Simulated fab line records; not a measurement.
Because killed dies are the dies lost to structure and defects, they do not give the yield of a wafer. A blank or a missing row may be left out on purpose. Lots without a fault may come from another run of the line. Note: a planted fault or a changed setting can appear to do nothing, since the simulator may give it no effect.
fab line records	flow n5-finfet
record: lots: 10	wafers: 30	last-day: 17
route steps=1938 shown BEOL_M1@811 BEOL_M4@1110 BEOL_M5@1113 PASSIVATION@1936
lots untouched by any fault: they come from a run of this same line in which no faults occurred
start-h: start of the lot's first displayed wafer, in hours after the record's first day	wait-h: hours elapsed since this lot's preceding step	" unchanged from the row above	L1.1+2: several wafers, shown together as one row	- value missing, or start not given	* or withheld: withheld	< > ~ a bound
route shown NAME@n: a module of which the file shows steps, and the number in the route of the first	usual: average and standard deviation across the fault-free wafers	same: alike in all rows	chamber/n: place in a boat	sites: the reading at each site	_std_site: standard deviation of those values	_edge_site: the outer-site mean with the inner-site mean subtracted	radius-mm: for every site, how far away it sits from the centre of the wafer	mask NAME#n: copy n	behind: the tool/chamber that last shaped the wafer	hold: reason for holding the lot/hours on hold/outcome of the hold	device: whichever transistor did not switch (one of n, p or np)	end of line: tests run on the same wafers once the route is complete	a step given without rows: its recipe and nothing more	killed: the dies lost at the first sort to structure and to defects; this is not the yield of the wafer	map: the dies of a wafer, with x for killed, . for not killed, _ for no die there
set.NAME: the run value of the setting; set.NAME@STEP: its run value at that earlier step	model.NAME: the simulator's own value behind a step, which no gauge read
a sample of lots followed through the steps of the route, with each step as a table and each wafer as a row
services: the hour from which a tool's chamber was out of use, counted from the record's first day as start-h (under 0 if before that day), plus the number of hours and why
== steps ==
step: N5_BEOL_M1_ALD_84
recipe: material: TaN	target-thk-a: *	temp-c: 275	ald-precursor-family: PDMAT	ald-co-reactant: NH3	pressure-torr: 3	carrier-flow-sccm: 1500	pulse-time-s: 2	purge-time-s: 3	co-reactant-purge-time-s: 2	co-reactant-pulse-time-s: 3	ald-cycles: 30	precursor-vessel-temp-c: 75	precursor-vessel-pressure-torr: 26.25	precursor-vessel-carrier-sccm: 1000
usual: heater-power-outer-w: 230/29	heater-power-w: 415/36
lot.wafer	tool	chamber	start-h	wait-h	heater-power-outer-w	heater-power-w
L441.1	ald-metal-01	0	132.95	0.0	262	468
L441.4	"	2	"	"	224	404
L441.5	"	3	"	"	214	386
L443.1	ald-metal-02	3	145.48	0.0	255	426
L443.3	"	3	"	"	256	419
L443.5	"	0	"	"	169	341
L442.3	ald-metal-03	0	145.77	0.1	263	428
L442.5	"	1	"	"	225	400
L442.6	"	0	"	"	266	433
L445.1	ald-metal-03	2	152.18	0.1	277	475
L445.4	"	0	"	"	258	445
L445.5	"	2	"	"	281	482
L446.2	ald-metal-03	0	167.38	0.1	269	432
L446.4	"	2	"	"	283	469
L446.6	"	1	"	"	217	395
L447.1	ald-metal-03	1	173.40	0.0	214	407
L447.2	"	3	"	"	210	403
L447.5	"	2	"	"	277	470
L458.1	ald-metal-02	0	234.61	0.0	167	339
L458.4	"	1	"	"	203	396
L458.5	"	2	"	"	235	408
L459.1	ald-metal-01	3	250.91	0.0	213	398
L459.4	"	1	"	"	247	448
L459.5	"	2	"	"	220	403
L460.1	ald-metal-01	1	251.27	0.0	244	455
L460.4	"	2	"	"	223	415
L460.6	"	3	"	"	214	404
L463.1	ald-metal-01	1	260.52	0.0	237	451
L463.3	"	3	"	"	213	399
L463.5	"	1	"	"	234	448
step: N5_BEOL_M4_INSPECT_59
recipe: inspect-instrument: darkfield	mode: post-dep
usual: raw-defect-count: 73/26
lot.wafer	tool	chamber	start-h	wait-h	raw-defect-count
L441.1	defect-inspect-01	-	170.32	0.0	59
L441.4	"	-	"	"	75
L441.5	"	-	"	"	75
L443.1	defect-inspect-01	-	187.86	0.0	40
L443.3	"	-	"	"	66
L443.5	"	-	"	"	41
L442.3	defect-inspect-02	-	203.02	0.0	87
L442.5	"	-	"	"	102
L442.6	"	-	"	"	45
L445.1	defect-inspect-01	-	209.06	0.1	67
L445.4	"	-	"	"	52
L445.5	"	-	"	"	57
L446.2	defect-inspect-01	-	231.33	0.0	110
L446.4	"	-	"	"	109
L446.6	"	-	"	"	95
L447.1	defect-inspect-02	-	234.85	0.0	108
L447.2	"	-	"	"	91
L447.5	"	-	"	"	100
L458.1	defect-inspect-01	-	299.62	0.0	88
L458.4	"	-	"	"	63
L458.5	"	-	"	"	51
L459.1	defect-inspect-01	-	299.73	0.0	80
L459.4	"	-	"	"	86
L459.5	"	-	"	"	89
L460.1	defect-inspect-01	-	300.38	0.0	110
L460.4	"	-	"	"	52
L460.6	"	-	"	"	74
L463.1	defect-inspect-02	-	307.17	0.0	88
L463.3	"	-	"	"	73
L463.5	"	-	"	"	53
step: N5_BEOL_M4_RC_MEAS_101
usual: COMB_M1_max_site: 7.9e-11/1.8e-11	DIBL_N: 36.3/1.2	DIBL_P: 36.3/1.4	IOFF_N: 0.157/0.02	IOFF_P: 0.22/0.033	ION_N: 675/9.6	ION_P: 465/8.2	SS_N: 71.4/0.45	SS_P: 73.3/0.54	VT_N: 249.8/2.5	VT_P: -249/3.2
lot.wafer	tool	chamber	start-h	wait-h	COMB_M1_max_site[S/m]	DIBL_N[mV/V]	DIBL_P[mV/V]	IOFF_N[nA/um]	IOFF_P[nA/um]	ION_N[uA/um]	ION_P[uA/um]	SS_N[mV/dec]	SS_P[mV/dec]	VT_N[mV]	VT_P[mV]
L441.1	prober-01	0	170.35	0.0	6.7e-11	37.2	38.5	0.169	0.23	681	466	71.4	72.8	246.2	-249
L441.4	"	0	"	"	7.9e-11	36.6	37.3	0.150	0.21	676	467	71.6	72.7	249.8	-251
L441.5	"	0	"	"	8.7e-11	35.3	36.4	0.137	0.20	661	457	71.5	73.0	251.9	-252
L443.1	prober-01	0	187.88	0.0	1.02e-10	34.6	34.8	0.128	0.16	665	455	71.2	72.0	251.3	-256
L443.3	"	0	"	"	6.9e-11	35.1	34.9	0.132	0.17	662	453	71.7	72.3	251.7	-253
L443.5	"	0	"	"	9.1e-11	35.3	35.1	0.137	0.17	668	455	71.2	71.9	253.9	-254
L442.3	prober-02	0	203.36	0.3	7.3e-11	36.7	37.4	0.161	0.24	684	475	72.0	73.4	247.5	-247
L442.5	"	0	"	"	8.8e-11	37.9	38.7	0.190	0.26	687	467	71.9	74.0	248.9	-249
L442.6	"	0	"	"	7e-11	36.8	37.3	0.162	0.23	678	468	71.4	74.3	249.6	-249
L445.1	prober-01	0	209.08	0.0	7.1e-11	36.7	36.7	0.185	0.25	695	475	72.2	73.9	247.5	-249
L445.4	"	0	"	"	1.01e-10	36.6	36.2	0.163	0.23	679	466	71.9	72.6	250.2	-249
L445.5	"	0	"	"	8.8e-11	36.4	36.4	0.179	0.25	695	477	71.0	72.6	246.5	-246
L446.2	prober-02	0	231.51	0.2	7.5e-11	37.3	37.8	0.178	0.22	683	471	72.2	72.9	244.7	-250
L446.4	"	0	"	"	8.4e-11	37.8	38.3	0.186	0.24	679	472	72.5	73.4	248.3	-250
L446.6	"	0	"	"	6e-11	36.0	35.7	0.139	0.19	670	463	71.3	72.7	251.5	-252
L447.1	prober-01	0	234.87	0.0	9e-11	36.2	35.5	0.137	0.18	668	456	71.4	73.1	252.1	-252
L447.2	"	0	"	"	5.4e-11	37.5	37.2	0.155	0.21	684	468	71.9	73.3	253.2	-252
L447.5	"	0	"	"	4.1e-10	36.2	35.9	0.140	0.18	673	459	71.1	72.8	251.5	-253
L458.1	prober-02	0	299.64	0.0	7.8e-11	35.0	35.0	0.143	0.25	674	464	72.2	73.6	251.8	-248
L458.4	"	0	"	"	5.6e-11	35.3	35.0	0.149	0.23	677	472	71.7	73.6	252.1	-247
L458.5	"	0	"	"	6e-11	34.5	33.3	0.137	0.21	687	473	71.4	73.2	250.9	-248
L459.1	prober-01	0	299.75	0.0	6.8e-11	35.0	33.2	0.123	0.15	654	443	70.7	73.8	256.3	-256
L459.4	"	0	"	"	9.1e-11	35.9	34.8	0.141	0.17	665	450	71.5	73.9	254.5	-258
L459.5	"	0	"	"	7.1e-11	35.8	34.6	0.130	0.17	650	442	71.2	73.9	257.1	-256
L460.1	prober-02	0	300.57	0.2	9.6e-11	35.0	35.5	0.126	0.18	653	459	70.5	72.8	254.0	-251
L460.4	"	0	"	"	9.3e-11	35.4	36.4	0.127	0.19	661	460	71.3	73.2	254.7	-251
L460.6	"	0	"	"	6.6e-11	34.6	35.6	0.115	0.18	658	459	70.8	73.1	254.7	-252
L463.1	prober-01	0	307.20	0.0	9.5e-11	35.7	36.1	0.147	0.25	673	469	71.2	73.3	249.2	-246
L463.3	"	0	"	"	9.5e-11	37.4	37.9	0.182	0.28	675	473	71.5	74.0	246.1	-245
L463.5	"	0	"	"	9e-11	36.5	36.6	0.170	0.26	667	464	71.8	73.9	247.4	-246
step: N5_BEOL_M5_CURE_79
recipe: temp-c: 385	time-s: 240	ambient: He/Ar	material: SiCOH_lowk
usual: lamp-power-pct: 52.32/0.056	wafer_temp_C_max: 387.3/1.1
lot.wafer	tool	chamber	start-h	wait-h	lamp-power-pct	wafer_temp_C_max
L441.1	uv-cure-03	0	171.37	0.0	52.32	388.5
L441.4	"	0	"	"	52.28	387.5
L441.5	"	0	"	"	52.32	388.9
L443.1	uv-cure-03	2	188.91	0.0	52.25	386.4
L443.3	"	2	"	"	52.18	387.7
L443.5	"	2	"	"	52.37	386.5
L442.3	uv-cure-03	0	204.26	0.2	52.26	387.0
L442.5	"	0	"	"	52.33	386.8
L442.6	"	0	"	"	52.30	388.3
L445.1	uv-cure-02	0	210.11	0.0	52.31	386.2
L445.4	"	0	"	"	52.29	386.2
L445.5	"	0	"	"	52.21	386.6
L446.2	uv-cure-03	2	232.45	0.1	52.39	386.4
L446.4	"	2	"	"	52.33	386.3
L446.6	"	2	"	"	52.33	386.0
L447.1	uv-cure-02	0	235.91	0.0	52.38	385.7
L447.2	"	0	"	"	52.38	386.2
L447.5	"	0	"	"	52.30	386.6
L458.1	uv-cure-02	1	300.66	0.0	52.33	386.3
L458.4	"	1	"	"	52.39	387.1
L458.5	"	1	"	"	52.32	387.4
L459.1	uv-cure-02	0	301.14	0.4	52.23	386.5
L459.4	"	0	"	"	52.28	386.3
L459.5	"	0	"	"	52.26	386.0
L460.1	uv-cure-02	2	301.62	0.1	52.39	389.1
L460.4	"	2	"	"	52.26	388.1
L460.6	"	2	"	"	52.21	387.2
L463.1	uv-cure-03	1	309.27	1.1	52.34	386.9
L463.3	"	1	"	"	52.30	388.3
L463.5	"	1	"	"	52.43	389.2
step: N5_BEOL_M5_PECVD_70
recipe: material: SiO2	target-thk-a: 160	temp-c: 400	precursor: TEOS/O2	pressure-torr: 5.5	rf-w: 450	teos-flow-sccm: 53.8	gas: O2	flow-sccm: 3000	time-s: 18
usual: heater-power-outer-w: 426/55	heater-power-w: 725/61	showerhead-plenum-p-Torr: 8.82/0.046	throttle-valve-pct: 22.8/1.2
lot.wafer	tool	chamber	start-h	wait-h	heater-power-outer-w	heater-power-w	showerhead-plenum-p-Torr	throttle-valve-pct
L441.1	pecvd-03	2	171.92	0.0	410	665	8.81	19.9
L441.4	"	0	"	"	431	725	8.83	24.9
L441.5	"	1	"	"	286	574	8.79	22.5
L443.1	pecvd-02	2	189.46	0.0	433	730	8.86	23.2
L443.3	"	1	"	"	412	702	8.82	23.6
L443.5	"	0	"	"	437	762	8.75	22.8
L442.3	pecvd-01	1	204.67	0.1	467	781	8.75	23.5
L442.5	"	0	"	"	512	823	8.88	23.1
L442.6	"	1	"	"	467	786	8.79	23.7
L445.1	pecvd-03	1	210.66	0.0	321	644	8.79	22.2
L445.4	"	2	"	"	376	634	8.79	19.9
L445.5	"	0	"	"	373	666	8.85	24.8
L446.2	pecvd-01	0	232.92	0.0	515	823	8.87	22.7
L446.4	"	1	"	"	492	805	8.75	23.4
L446.6	"	2	"	"	383	726	8.80	20.7
L447.1	pecvd-01	2	236.94	0.0	400	753	8.82	20.7
L447.2	"	0	"	"	532	824	8.86	22.7
L447.5	"	1	"	"	410	688	8.77	23.5
L458.1	pecvd-02	0	301.21	0.0	422	728	8.75	22.6
L458.4	"	2	"	"	451	778	8.87	23.1
L458.5	"	1	"	"	439	739	8.84	23.7
L459.1	pecvd-02	2	301.69	0.0	412	719	8.84	23.5
L459.4	"	0	"	"	462	764	8.72	22.5
L459.5	"	1	"	"	432	748	8.82	23.5
L460.1	pecvd-02	1	302.17	0.0	432	711	8.84	23.9
L460.4	"	2	"	"	388	661	8.85	23.3
L460.6	"	1	"	"	433	718	8.83	23.7
L463.1	pecvd-02	1	309.82	0.0	396	670	8.87	23.6
L463.3	"	2	"	"	430	757	8.84	23.5
L463.5	"	1	"	"	405	693	8.85	23.5
step: N5_PASSIVATION_PROBE_49
usual: defect-limited-yield: 91.1/1.4	killed_at_M0_to_M3: 33/10	killed_at_M4_up: 15/5.8	killed-at-contacts: 13/5.9	killed-at-front-end: 39/11	killed-at-other: 4/3.6	killed-dies: 105/16	killed-on-rim: 13/3.7	killed-open: 68/11	killed-short: 34/7.8	sort_bin_4_leakage: 0/0	sort_bin_5_function: 5.2/0.88	sort_bin_6_memory: 3.3/0.61	sort-n-pass: 1075/16	sort-yield-pct: 91.1/1.4
same: gross-dies: 1180	killed-at-back-side: 0	sort_bin_8_speed[%]: 0
lot.wafer	tool	chamber	start-h	wait-h	defect-limited-yield[%]	killed_at_M0_to_M3	killed_at_M4_up	killed-at-contacts	killed-at-front-end	killed-at-other	killed-dies	killed-on-rim	killed-open	killed-short	sort_bin_4_leakage[%]	sort_bin_5_function[%]	sort_bin_6_memory[%]	sort-n-pass	sort-yield-pct[%]
L441.1	prober-01	-	275.06	0.0	90.7	32	18	13	45	2	110	10	64	41	0	5.7	3.3	1070	90.7
L441.4	prober-01	-	275.21	0.2	91.2	23	22	16	39	4	104	18	65	36	0	5.3	3.3	1076	91.2
L441.5	prober-01	-	275.26	0.2	90.5	26	23	22	40	1	112	14	75	30	0	6.1	3.3	1068	90.5
L443.1	prober-01	-	291.11	0.0	88.8	33	11	21	63	4	132	19	85	41	0	6.6	4.3	1048	88.8
L443.3	prober-01	-	291.21	0.1	88.7	26	19	16	71	1	133	10	85	41	0	7.2	3.5	1047	88.7
L443.5	prober-01	-	291.31	0.2	90.1	35	16	4	56	6	117	11	68	40	0	5.3	3.8	1063	90.1
L445.1	prober-01	-	300.80	0.0	91.3	24	14	17	36	12	103	11	67	33	0	6.4	2.1	1077	91.3
L445.4	prober-01	-	300.95	0.2	92.1	32	17	11	31	2	93	17	68	25	0	5.6	1.7	1087	92.1
L445.5	prober-01	-	301.00	0.2	90.8	40	17	12	28	11	108	17	70	35	0	5.3	3.8	1072	90.8
L442.3	prober-01	-	309.37	0.3	92.5	29	20	13	25	1	88	15	67	19	0	4.3	3.1	1092	92.5
L442.5	prober-01	-	309.47	0.4	91.4	30	8	18	42	4	102	11	69	28	0	4.9	3.2	1078	91.4
L442.6	prober-01	-	309.52	0.4	91.4	37	15	14	34	2	102	14	57	37	0	5.1	2.7	1078	91.4
L446.2	prober-01	-	340.70	0.1	92.1	11	8	19	51	4	93	10	63	28	0	3.9	3.6	1087	92.1
L446.4	prober-01	-	340.80	0.2	90.7	30	10	15	49	6	110	10	70	38	0	5.7	3.2	1070	90.7
L446.6	prober-01	-	340.90	0.3	89.6	35	19	17	46	6	123	13	87	33	0	6.1	4.0	1057	89.6
L447.1	prober-01	-	345.43	0.0	91.0	46	23	9	24	4	106	16	73	29	0	5.8	3.0	1074	91.0
L447.2	prober-01	-	345.48	0.1	93.1	31	18	3	23	6	81	8	47	28	0	4.0	2.7	1099	93.1
L447.5	prober-01	-	345.63	0.2	88.9	76	12	9	34	0	131	36	65	36	2.20	4.8	3.6	1049	88.9
L459.1	prober-02	-	402.30	0.0	93.6	23	9	18	26	0	76	10	58	18	0	3.8	2.5	1104	93.6
L459.4	prober-02	-	402.45	0.2	92.6	21	18	12	34	2	87	9	52	32	0	3.9	3.2	1093	92.6
L459.5	prober-02	-	402.50	0.2	91.9	20	18	24	34	0	96	4	58	36	0	5.1	2.5	1084	91.9
L458.1	prober-01	-	406.61	0.0	89.7	40	12	23	44	2	121	12	70	51	0	6.2	3.3	1059	89.7
L458.4	prober-01	-	406.76	0.2	91.6	29	12	11	46	1	99	10	61	38	0	5.3	2.8	1081	91.6
L458.5	prober-01	-	406.81	0.2	91.4	36	8	24	32	2	102	12	70	32	0	5.3	3.0	1078	91.4
L460.1	prober-02	-	408.41	0.0	89.5	44	11	18	49	2	124	17	80	44	0	6.8	3.2	1056	89.5
L460.4	prober-02	-	408.56	0.2	90.8	42	12	10	43	1	108	7	69	39	0	5.3	3.4	1072	90.8
L460.6	prober-02	-	408.66	0.3	89.6	44	8	7	58	6	123	18	79	44	0	6.2	3.6	1057	89.6
L463.1	prober-01	-	408.41	0.0	94.3	28	3	5	26	5	67	11	38	28	0	3.7	1.7	1113	94.3
L463.3	prober-01	-	408.51	0.1	91.4	43	10	9	39	1	102	17	70	31	0	5.3	3.2	1078	91.4
L463.5	prober-01	-	408.61	0.2	92.6	41	8	3	34	1	87	7	57	24	0	4.5	2.8	1093	92.6
killed by level:class
L441.1 FIN_SAQP:geometric-particle:short=16 STI_FIN_REVEAL:geometric-particle:open=9 MOL_CONTACT_COAG:geometric-particle:open=9 BEOL_M2:geometric-particle:open=9 FIN_SAQP:geometric-particle:open=8 BEOL_M1:geometric-particle:open=6 BEOL_M3:geometric-particle:open=6 BEOL_M4:geometric-particle:open=6
L441.4 FIN_SAQP:geometric-particle:open=20 MOL_CONTACT_COAG:geometric-particle:open=13 FIN_SAQP:geometric-particle:short=10 BEOL_M4:geometric-particle:open=10 BEOL_M4:geometric-particle:short=6 BEOL_M0_SAQP:geometric-particle:open=4 BEOL_M0_SAQP:geometric-particle:short=4 BEOL_M2:geometric-particle:open=4
L441.5 MOL_CONTACT_COAG:geometric-particle:open=18 FIN_SAQP:geometric-particle:open=16 BEOL_M4:geometric-particle:open=9 FIN_SAQP:geometric-particle:short=7 STI_FIN_REVEAL:geometric-particle:open=5 BEOL_M5:geometric-particle:open=5 BEOL_M0_SAQP:geometric-particle:short=5 BEOL_M2:geometric-particle:open=5
L443.1 FIN_SAQP:geometric-particle:open=14 FIN_SAQP:geometric-particle:short=13 MOL_CONTACT_COAG:geometric-particle:open=13 BEOL_M3:geometric-particle:open=10 STI_FIN_REVEAL:geometric-particle:open=8 DUMMY_GATE:geometric-particle:open=8 GATE_CUT:geometric-particle:short=6 MOL_CONTACT_COAG:geometric-particle:short=6
L443.3 STI_FIN_REVEAL:geometric-particle:open=18 MOL_CONTACT_COAG:geometric-particle:open=14 FIN_SAQP:geometric-particle:short=10 FIN_SAQP:geometric-particle:open=7 GATE_CUT:geometric-particle:open=7 BEOL_M1:geometric-particle:open=7 BEOL_M4:geometric-particle:open=6 DUMMY_GATE:geometric-particle:open=4
L443.5 FIN_SAQP:geometric-particle:open=13 BEOL_M4:geometric-particle:open=11 FIN_SAQP:geometric-particle:short=10 STI_FIN_REVEAL:geometric-particle:open=10 BEOL_M0_SAQP:geometric-particle:short=8 BEOL_M3:geometric-particle:open=8 GATE_CUT:geometric-particle:short=6 BEOL_M1:geometric-particle:open=6
L445.1 MOL_CONTACT_COAG:geometric-particle:open=13 BEOL_M2:geometric-particle:open=7 FIN_SAQP:geometric-particle:open=6 STARTING-WAFER:geometric-particle:open=6 STI_FIN_REVEAL:geometric-particle:open=5 FIN_SAQP:geometric-particle:short=4 GATE_CUT:geometric-particle:short=4 BEOL_M0_SAQP:geometric-particle:open=4
L445.4 MOL_CONTACT_COAG:geometric-particle:open=11 FIN_SAQP:geometric-particle:open=8 BEOL_M0_SAQP:geometric-particle:open=7 BEOL_M1:geometric-particle:open=7 BEOL_M0_SAQP:geometric-particle:short=6 BEOL_M4:geometric-particle:open=6 STARTING-WAFER:geometric-particle:short=5 STARTING-WAFER:geometric-particle:open=5
L445.5 BEOL_M1:geometric-particle:open=12 FIN_SAQP:geometric-particle:open=9 MOL_CONTACT_COAG:geometric-particle:open=9 BEOL_M4:geometric-particle:open=9 FIN_SAQP:geometric-particle:short=7 BEOL_M0_SAQP:geometric-particle:open=7 BEOL_M0_SAQP:geometric-particle:short=5 BEOL_M1:geometric-particle:short=5
L442.3 MOL_CONTACT_COAG:geometric-particle:open=12 BEOL_M4:geometric-particle:open=11 BEOL_M0:geometric-particle:open=9 BEOL_M1:geometric-particle:open=7 STI_FIN_REVEAL:geometric-particle:open=6 BEOL_M5:geometric-particle:open=5 ILD0:geometric-particle:open=4 BEOL_M0_SAQP:geometric-particle:short=4
L442.5 MOL_CONTACT_COAG:geometric-particle:open=16 FIN_SAQP:geometric-particle:open=7 BEOL_M1:geometric-particle:open=7 GATE_CUT:geometric-particle:open=5 BEOL_M0_SAQP:geometric-particle:short=5 FIN_SAQP:geometric-particle:short=4 DUMMY_GATE:geometric-particle:open=4 ILD0:geometric-particle:short=4
L442.6 MOL_CONTACT_COAG:geometric-particle:open=9 BEOL_M2:geometric-particle:open=7 BEOL_M0_SAQP:geometric-particle:open=6 BEOL_M1:geometric-particle:open=6 BEOL_M0_SAQP:geometric-particle:short=5 MOL_CONTACT_COAG:geometric-particle:short=5 FIN_SAQP:geometric-particle:short=4 FIN_SAQP:geometric-particle:open=4
L446.2 FIN_SAQP:geometric-particle:open=17 MOL_CONTACT_COAG:geometric-particle:open=16 FIN_SAQP:geometric-particle:short=13 BEOL_M0_SAQP:geometric-particle:open=5 STARTING-WAFER:geometric-particle:open=5 GATE_CUT:geometric-particle:short=3 MOL_CONTACT_COAG:geometric-particle:short=3 STI_FIN_REVEAL:geometric-particle:open=2
L446.4 FIN_SAQP:geometric-particle:open=13 FIN_SAQP:geometric-particle:short=9 MOL_CONTACT_COAG:geometric-particle:open=9 BEOL_M2:geometric-particle:open=7 BEOL_M3:geometric-particle:open=7 STI_FIN_REVEAL:geometric-particle:open=5 DUMMY_GATE:geometric-particle:open=5 MOL_CONTACT_COAG:geometric-particle:short=5
L446.6 MOL_CONTACT_COAG:geometric-particle:open=12 GATE_CUT:geometric-particle:short=10 FIN_SAQP:geometric-particle:open=8 BEOL_M5:geometric-particle:open=8 BEOL_M3:geometric-particle:open=7 STI_FIN_REVEAL:geometric-particle:open=6 BEOL_M0_SAQP:geometric-particle:open=6 MOL_CONTACT_COAG:geometric-particle:short=5
L447.1 BEOL_M2:geometric-particle:open=18 BEOL_M4:geometric-particle:open=10 MOL_CONTACT_COAG:geometric-particle:open=7 BEOL_M0_SAQP:geometric-particle:open=7 BEOL_M0_SAQP:geometric-particle:short=6 BEOL_M2:geometric-particle:short=6 BEOL_M3:geometric-particle:open=6 FIN_SAQP:geometric-particle:short=4
L447.2 BEOL_M2:geometric-particle:open=8 ILD0:geometric-particle:short=6 BEOL_M0_SAQP:geometric-particle:open=6 FIN_SAQP:geometric-particle:open=5 GATE_CUT:geometric-particle:short=4 BEOL_M0_SAQP:geometric-particle:short=4 BEOL_M1:geometric-particle:open=4 BEOL_M5:geometric-particle:open=4
L447.5 M1:area-ald=26 FIN_SAQP:geometric-particle:short=11 BEOL_M0_SAQP:geometric-particle:open=9 BEOL_M2:geometric-particle:open=9 MOL_CONTACT_COAG:geometric-particle:open=8 BEOL_M0_SAQP:geometric-particle:short=8 FIN_SAQP:geometric-particle:open=7 BEOL_M3:geometric-particle:open=6
L459.1 MOL_CONTACT_COAG:geometric-particle:open=16 STI_FIN_REVEAL:geometric-particle:open=10 BEOL_M4:geometric-particle:open=5 BEOL_M0_SAQP:geometric-particle:open=5 BEOL_M2:geometric-particle:open=5 DUMMY_GATE:geometric-particle:open=4 GATE_CUT:geometric-particle:short=4 BEOL_M0_SAQP:geometric-particle:short=3
L459.4 FIN_SAQP:geometric-particle:short=11 STI_FIN_REVEAL:geometric-particle:open=9 FIN_SAQP:geometric-particle:open=7 MOL_CONTACT_COAG:geometric-particle:open=7 BEOL_M4:geometric-particle:open=6 BEOL_M1:geometric-particle:open=5 MOL_CONTACT_COAG:geometric-particle:short=5 BEOL_M0_SAQP:geometric-particle:open=5
L459.5 MOL_CONTACT_COAG:geometric-particle:open=19 STI_FIN_REVEAL:geometric-particle:open=10 BEOL_M4:geometric-particle:short=9 FIN_SAQP:geometric-particle:short=8 GATE_CUT:geometric-particle:short=5 MOL_CONTACT_COAG:geometric-particle:short=5 BEOL_M0_SAQP:geometric-particle:open=5 BEOL_M0_SAQP:geometric-particle:short=4
L458.1 MOL_CONTACT_COAG:geometric-particle:open=18 FIN_SAQP:geometric-particle:short=13 BEOL_M3:geometric-particle:open=9 BEOL_M2:geometric-particle:open=9 FIN_SAQP:geometric-particle:open=7 BEOL_M0_SAQP:geometric-particle:short=7 MOL_CONTACT_COAG:geometric-particle:short=5 ILD0:geometric-particle:short=4
L458.4 FIN_SAQP:geometric-particle:short=18 BEOL_M3:geometric-particle:open=14 FIN_SAQP:geometric-particle:open=9 MOL_CONTACT_COAG:geometric-particle:open=8 BEOL_M4:geometric-particle:open=8 DUMMY_GATE:geometric-particle:open=5 BEOL_M0_SAQP:geometric-particle:open=5 BEOL_M4:geometric-particle:short=4
L458.5 MOL_CONTACT_COAG:geometric-particle:open=20 FIN_SAQP:geometric-particle:open=10 BEOL_M3:geometric-particle:open=10 FIN_SAQP:geometric-particle:short=9 BEOL_M1:geometric-particle:open=6 BEOL_M0_SAQP:geometric-particle:open=5 MOL_CONTACT_COAG:geometric-particle:short=4 BEOL_M4:geometric-particle:open=4
L460.1 FIN_SAQP:geometric-particle:open=23 BEOL_M3:geometric-particle:open=12 MOL_CONTACT_COAG:geometric-particle:open=11 BEOL_M0_SAQP:geometric-particle:open=8 MOL_CONTACT_COAG:geometric-particle:short=7 BEOL_M2:geometric-particle:open=7 BEOL_M0_SAQP:geometric-particle:short=7 STI_FIN_REVEAL:geometric-particle:open=6
L463.1 BEOL_M2:geometric-particle:open=7 BEOL_M3:geometric-particle:open=6 FIN_SAQP:geometric-particle:open=5 STI_FIN_REVEAL:geometric-particle:open=5 STI_FIN_REVEAL:geometric-particle:short=4 BEOL_M0_SAQP:geometric-particle:open=4 BEOL_M1:geometric-particle:short=4 MOL_CONTACT_COAG:geometric-particle:open=3
L463.3 BEOL_M0_SAQP:geometric-particle:open=12 STI_FIN_REVEAL:geometric-particle:open=10 BEOL_M0_SAQP:geometric-particle:short=10 BEOL_M3:geometric-particle:open=8 MOL_CONTACT_COAG:geometric-particle:open=7 BEOL_M2:geometric-particle:open=5 ILD0:geometric-particle:open=5 DUMMY_GATE:geometric-particle:open=4
L460.4 FIN_SAQP:geometric-particle:open=11 BEOL_M3:geometric-particle:open=11 FIN_SAQP:geometric-particle:short=10 BEOL_M1:geometric-particle:open=10 GATE_CUT:geometric-particle:short=7 BEOL_M0_SAQP:geometric-particle:short=7 MOL_CONTACT_COAG:geometric-particle:open=6 BEOL_M0_SAQP:geometric-particle:open=6
L463.5 BEOL_M0_SAQP:geometric-particle:open=11 FIN_SAQP:geometric-particle:open=10 BEOL_M2:geometric-particle:open=8 BEOL_M0_SAQP:geometric-particle:short=5 BEOL_M2:geometric-particle:short=5 GATE_CUT:geometric-particle:open=4 BEOL_M1:geometric-particle:open=4 PMOS_HMC_CHANNEL_EPI:coat-microbubble-printed=4
L460.6 FIN_SAQP:geometric-particle:open=17 FIN_SAQP:geometric-particle:short=14 BEOL_M0_SAQP:geometric-particle:short=10 BEOL_M3:geometric-particle:open=9 BEOL_M0_SAQP:geometric-particle:open=8 BEOL_M1:geometric-particle:open=8 DUMMY_GATE:geometric-particle:open=7 STI_FIN_REVEAL:geometric-particle:open=6
== services ==
tool	chamber	start-h	hours	kind
ald-metal-02	2	117.28	48.8	repair
ald-metal-02	3	121.29	7.1	repair
ald-metal-02	1	137.14	27.8	repair
pecvd-02	0	142.29	5.6	repair
ald-metal-01	3	147.59	4.1	repair
pecvd-01	0	148.21	20.6	repair
uv-cure-02	-	152.75	1.0	pm
ald-metal-01	-	163.09	1.5	repair
pecvd-03	-	165.20	5.5	pm
uv-cure-03	-	180.55	2.6	repair
pecvd-03	2	188.00	18.4	repair
pecvd-01	2	196.46	8.4	repair
pecvd-03	-	205.57	2.8	pm
uv-cure-03	-	213.11	1.6	repair
ald-metal-03	-	230.14	8.7	pm
uv-cure-02	-	238.24	6.0	pm
uv-cure-03	-	271.63	2.1	pm
ald-metal-01	-	277.04	1.8	repair
uv-cure-03	-	287.93	0.3	repair
pecvd-02	1	291.17	6.9	repair
ald-metal-01	3	299.59	25.6	repair
ald-metal-02	0	300.13	4.0	repair
ald-metal-01	2	303.08	6.5	repair
uv-cure-02	-	305.01	7.5	pm
== key ==
first-sign: step: N5_BEOL_M4_RC_MEAS_101	reading: COMB_M1_max_site	direction: up	sigmas: 19	usual: 7.9e-11	struck: 4.1e-10
effect: step: N5_PASSIVATION_PROBE_49	reading: sort_bin_4_leakage	direction: up	sigmas: 26	usual: 0	struck: 2.20
more-kills-born-at: N5_BEOL_M1_ALD_84@ald-metal-03: 26
met-at N5_BEOL_M1_ALD_84
struck-lots L447
struck-wafers L447.5
not-acting-at N5_BEOL_M4_INSPECT_59,N5_BEOL_M5_CURE_79,N5_BEOL_M5_PECVD_70
onset-between 167.38 173.40
fault: kind: site-profile-drift	tool: ald-metal-03	chamber: 2	onset-h: 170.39	steps: N5_BEOL_M1_ALD_84	basis: fraction	max-abs-drift: 0.40055	slope-share-per-hr: 89.012	site-pattern: 0,0,0,0,0,-1,-1,-1,-1
